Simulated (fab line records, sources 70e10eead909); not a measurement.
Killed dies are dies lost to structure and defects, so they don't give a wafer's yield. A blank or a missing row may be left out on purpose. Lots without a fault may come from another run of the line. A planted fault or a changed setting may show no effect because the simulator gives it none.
One fault seen from 2 desks | flow nand_harc | each desk has only its own numbers; what lay behind them comes last

THE TOOL OWNER'S DESK: pecvd_onon-02
The tool's own readings at NHARC_A_ONON_D1_DEP_16 (target thk 1000 nm): means of the sampled wafers that have a number, for each lot that ran on this tool. A lot is out of limits, marked OUT, if its mean lies more than 4 standard deviations from the usual mean; the brackets give that distance.
Columns: A = n2o_flow_sccm at NHARC_A_ONON_D1_DEP_16, usual 1999 sccm; B = nh3_flow_sccm at NHARC_A_ONON_D1_DEP_16, usual 499.9 sccm; C = sih4_flow_sccm at NHARC_A_ONON_D1_DEP_16, usual 210.0 sccm
lot  | first seen here | A    | B     | C
L518 | day 8 03:10     | 2004 | 498.4 | 208.8
L523 | day 10 05:41    | 1999 | 499.8 | 209.5
L524 | day 10 19:19    | 1998 | 500.9 | 211.1
L527 | day 11 16:45    | 1997 | 502.0 | 209.4
L531 | day 14 15:53    | 1993 | 500.9 | 210.2
L535 | day 15 06:36    | 2001 | 500.7 | 210.0
L541 | day 17 18:23    | 1990 | 499.4 | 209.6
This desk's finding: nothing out of limits on any of the 7 lots.

THE METROLOGY DESK
What the gauges read, lot by lot, whatever tool the lot ran on: means of the sampled wafers that have a number. A lot is out of limits, marked OUT, if its mean lies more than 4 standard deviations from the usual mean; the brackets give that distance.
Columns: A = thk_nm at NHARC_A_ONON_D1_THK_MEAS_18, usual 1000 nm
lot  | first seen here | A
L518 | day 8 03:40     | 1005
L519 | day 9 01:45     | 993
L520 | day 9 02:05     | 995
L522 | day 10 06:08    | 994
L523 | day 10 06:08    | 990
L524 | day 10 19:50    | 1002
L527 | day 11 17:12    | 1007
L529 | day 12 15:46    | 1006
L531 | day 14 16:23    | 615 (-38) OUT
L535 | day 15 07:00    | 384 (-62) OUT
L537 | day 16 10:37    | 997
L538 | day 16 19:22    | 995
L540 | day 17 08:20    | 997
L541 | day 17 18:55    | 1011
This desk's finding: out of limits on L531, L535; first on L531, day 14 16:23 (thk_nm at NHARC_A_ONON_D1_THK_MEAS_18). In limits: L518, L519, L520, L522, L523, L524, L527, L529, L537, L538, L540, L541.

PUT TOGETHER
The metrology desk could have raised an alarm at day 14 16:23, on L531, L535.
The tool owner's desk saw nothing out of limits.
The tool owner's desk has L531, L535 on record, within its limits.
Of the lots named, all ran NHARC_A_ONON_D1_DEP_16 on pecvd_onon-02.

WHAT THE SIMULATOR HAD PUT IN
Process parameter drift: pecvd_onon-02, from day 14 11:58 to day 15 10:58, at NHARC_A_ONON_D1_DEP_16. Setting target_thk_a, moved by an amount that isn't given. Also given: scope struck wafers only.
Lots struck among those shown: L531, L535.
Hours from the fault's start to each desk's first reading out of limits: the metrology desk, 4.
